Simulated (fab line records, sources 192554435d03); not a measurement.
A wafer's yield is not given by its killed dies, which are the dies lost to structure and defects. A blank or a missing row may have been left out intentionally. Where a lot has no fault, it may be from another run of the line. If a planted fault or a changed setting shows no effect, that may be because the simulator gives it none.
Problem report in the 8D (eight disciplines) form, filled by code -- flow n5_finfet -- the parts of the form that need people (team, actions taken, sign-off) are left out

== 1. THE ISSUE ==
Wafers with no fault read 11 with a standard deviation of 5.3, whereas killed_at_contacts at N5_PASSIVATION_PROBE_49 reads a mean of 116 on 1 wafer of 1 lot. Measured from the usual mean, that is +20 standard deviations.
First seen on wafer L628.2, day 18 17:02, on prober-01. The record has a number at this step for 13 wafers belonging to 5 lots. Rule for "out" (also "out of limits"): further than 4 standard deviations from the usual mean. All remaining wafers that have a number are taken as sound.

== 2. WHAT IT IS, WHAT IT ISN'T ==
question,is,is not
which readings at this step,"killed_at_contacts, defect_limited_yield, killed_dies, killed_on_rim, sort_bin_5_function, sort_n_pass, sort_yield_pct","killed_at_M0_to_M3, killed_at_M4_up, killed_at_front_end, killed_at_other, killed_open, killed_short, sort_bin_6_memory, sort_bin_8_speed"
which lots,L628,"L613, L616, L619, L629"
which wafers of those lots,L628.2,"L628.4, L628.6"
read on which tools,prober-01,prober-02
when,from day 18 17:02,up to then (10 sound wafers); but 2 sound wafers of L628 came after

== 3. THE SUSPECTS, EACH WITH WHAT RULES IT OUT ==
Counting: a tool at a process step up to the reading stays a suspect if it ran every lot that is out. Sound lots after the first of them don't rule it out here, since some wafers of a struck lot are sound.
- pvd_sputter-03 at N5_MOL_CONTACT_COAG_PRE_CLEAN_141 (time 60 s): kept. The lot that is out, L628, ran on it at day 10 04:03; the last sound lot it ran before that was L613, at day 6 10:01.
- pvd_sputter-02 at N5_MOL_CONTACT_COAG_SPUTTER_130 (material Co, target thk 47.5 nm): kept. It ran the lot that is out, L628 (day 10 08:20).
- wet_bench-05 at N5_MOL_CONTACT_COAG_WET_ETCH_116 (etches the open film in SC1-inhibited, target depth 4.6 nm, rinse time 30 s): kept. The lot that is out, L628, ran on it at day 10 09:01; the last sound lot it ran before that was L619, at day 7 22:42.
- ald_sin-03 at N5_MOL_CONTACT_COAG_ALD_27 (deposits SiOC, target thk 17 nm, pulse time 1.5 s, time 2720 s): kept. The lot that is out, L628, ran on it at day 10 09:20; the last sound lot it ran before that was L619, at day 7 23:02.
- rie_diel-05 at N5_MOL_CONTACT_COAG_ETCH_90 (etches SiARC in CF4, target depth 13 nm, time 21.7 s): kept. It ran the lot that is out, L628 (day 10 12:16).
- ald_sin-03 at N5_MOL_CONTACT_COAG_ALD_131 (deposits SiO2, target thk 5 nm, pulse time 1 s, co reactant pulse time 1 s): kept. The lot that is out, L628, ran on it at day 10 12:21; the last sound lot it ran before that was L616, at day 7 09:18.
- prober-01 at N5_PASSIVATION_PROBE_49: kept. The lot that is out, L628, ran on it at day 18 17:02; the last sound lot it ran before that was L616, at day 14 06:51. Its own readings are out on those wafers: defect_limited_yield, killed_at_contacts, killed_dies, killed_on_rim, sort_bin_5_function, sort_n_pass, sort_yield_pct.
- Within ald_sin-03 at N5_MOL_CONTACT_COAG_ALD_27, the wafers that are out were processed in chamber 2 and their sound lot-mates in chamber 0.
- At N5_MOL_CONTACT_COAG_ETCH_90, inside rie_diel-05: chamber 0 took the wafers that are out, while their sound lot-mates went through chambers 2, 3.
- At N5_MOL_CONTACT_COAG_ALD_131, inside ald_sin-03: chamber 1 took the wafers that are out, while their sound lot-mates went through chambers 0, 3.
Left after counting: pvd_sputter-03 at N5_MOL_CONTACT_COAG_PRE_CLEAN_141, pvd_sputter-02 at N5_MOL_CONTACT_COAG_SPUTTER_130, wet_bench-05 at N5_MOL_CONTACT_COAG_WET_ETCH_116, ald_sin-03 at N5_MOL_CONTACT_COAG_ALD_27, rie_diel-05 at N5_MOL_CONTACT_COAG_ETCH_90, ald_sin-03 at N5_MOL_CONTACT_COAG_ALD_131, prober-01 at N5_PASSIVATION_PROBE_49.

== 4. THE CAUSE (what the simulator had put in) ==
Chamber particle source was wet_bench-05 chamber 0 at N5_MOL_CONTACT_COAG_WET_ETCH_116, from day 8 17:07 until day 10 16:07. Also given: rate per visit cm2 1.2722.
After counting, 7 suspects remain, this tool included.

== 5. THE CHAIN OF EFFECTS, in route order ==
One row per reading whose mean, taken over the struck wafers that have a number, lies over 3 standard deviations from the usual. Readings are gone through only where the record gives a usual standard deviation; hours: the median, over the lots, of the time from a lot's start at the first step in this table giving one to that lot's start at this step; sigmas: the change measured in usual standard deviations.
hours,step,reading,usual,on struck wafers,change,sigmas
0,N5_PASSIVATION_PROBE_49,defect_limited_yield,91.4 %,82.8,-8.6,-5.7
0,N5_PASSIVATION_PROBE_49,killed_at_contacts,11,116,+105,+20
0,N5_PASSIVATION_PROBE_49,killed_dies,102,203,+101,+5.6
0,N5_PASSIVATION_PROBE_49,killed_on_rim,13,31,+18,+4.9
0,N5_PASSIVATION_PROBE_49,sort_bin_5_function,5.1 %,10.4,+5.3,+4.8
0,N5_PASSIVATION_PROBE_49,sort_n_pass,1078,977,-101,-5.6
0,N5_PASSIVATION_PROBE_49,sort_yield_pct,91.4 %,82.8,-8.6,-5.7
Here are the process steps it includes:
- N5_PASSIVATION_PROBE_49

== 6. WHAT WOULD HAVE CAUGHT IT SOONER ==
240 hours passed between the start of the fault at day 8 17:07 and the first reading out of limits in this record, taken at day 18 17:02.
Lots out: 1; all had begun N5_MOL_CONTACT_COAG_WET_ETCH_116 on wet_bench-05 by day 18 17:02. Holding the tool at that point would not have protected any of them.
